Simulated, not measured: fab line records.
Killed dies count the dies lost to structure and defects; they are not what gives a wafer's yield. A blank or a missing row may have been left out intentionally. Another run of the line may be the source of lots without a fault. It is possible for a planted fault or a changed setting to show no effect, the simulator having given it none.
Chamber matching :: flow n5Finfet :: N5_SPACER0_ALD_07 on aldSin-01 has 4 sister chambers
The step deposits SiNx, target thk 2 nm. 8 wafers are shown with their chamber, then 6 later ones without.

## WAFERS WITH THEIR CHAMBER
wafer: L142.6
chamber: 2
heaterPowerW (W): 809

wafer: L143.1
chamber: 2
heaterPowerW (W): 790

wafer: L143.4
chamber: 3
heaterPowerW (W): 797

wafer: L144.1
chamber: 0
heaterPowerW (W): 886

wafer: L144.2
chamber: 3
heaterPowerW (W): 789

wafer: L146.1
chamber: 0
heaterPowerW (W): 898

wafer: L146.3
chamber: 1
heaterPowerW (W): 812

wafer: L146.5
chamber: 1
heaterPowerW (W): 825

## WAFERS WHOSE CHAMBER IS MISSING
wafer: L153.1
heaterPowerW (W): 795

wafer: L153.5
heaterPowerW (W): 793

wafer: L153.6
heaterPowerW (W): 800

wafer: L155.3
heaterPowerW (W): 882

wafer: L155.4
heaterPowerW (W): 799

wafer: L155.5
heaterPowerW (W): 909

## CHAMBER TAKEN BY EACH
wafer: L153.1
from the rows above: can't be placed: 3 or 2
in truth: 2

wafer: L153.5
from the rows above: can't be placed: 3 or 2
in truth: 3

wafer: L153.6
from the rows above: can't be placed: 2 or 3 or 1
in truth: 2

wafer: L155.3
from the rows above: 0
in truth: 0

wafer: L155.4
from the rows above: can't be placed: 2 or 3 or 1
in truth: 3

wafer: L155.5
from the rows above: 0
in truth: 0
Correctly placed: 2 of 6. From these rows, 4 cannot be placed; in 4 the true chamber is one of the candidates. Placed wrongly: 0.
How it was worked out, from the rows above alone: a wafer's distance from a chamber is the root of the sum, over the readings, of the square of ((its reading less the chamber's mean) divided by the reading's scatter). If the next closest chamber is less than 2 further off than the closest, the wafer can't be placed; otherwise it belongs to the closest. A chamber's mean is the mean of its shown wafers. The scatter: the root of (the sum of the squares of (reading less its chamber's mean) over the shown wafers, divided by (wafers less chambers)).
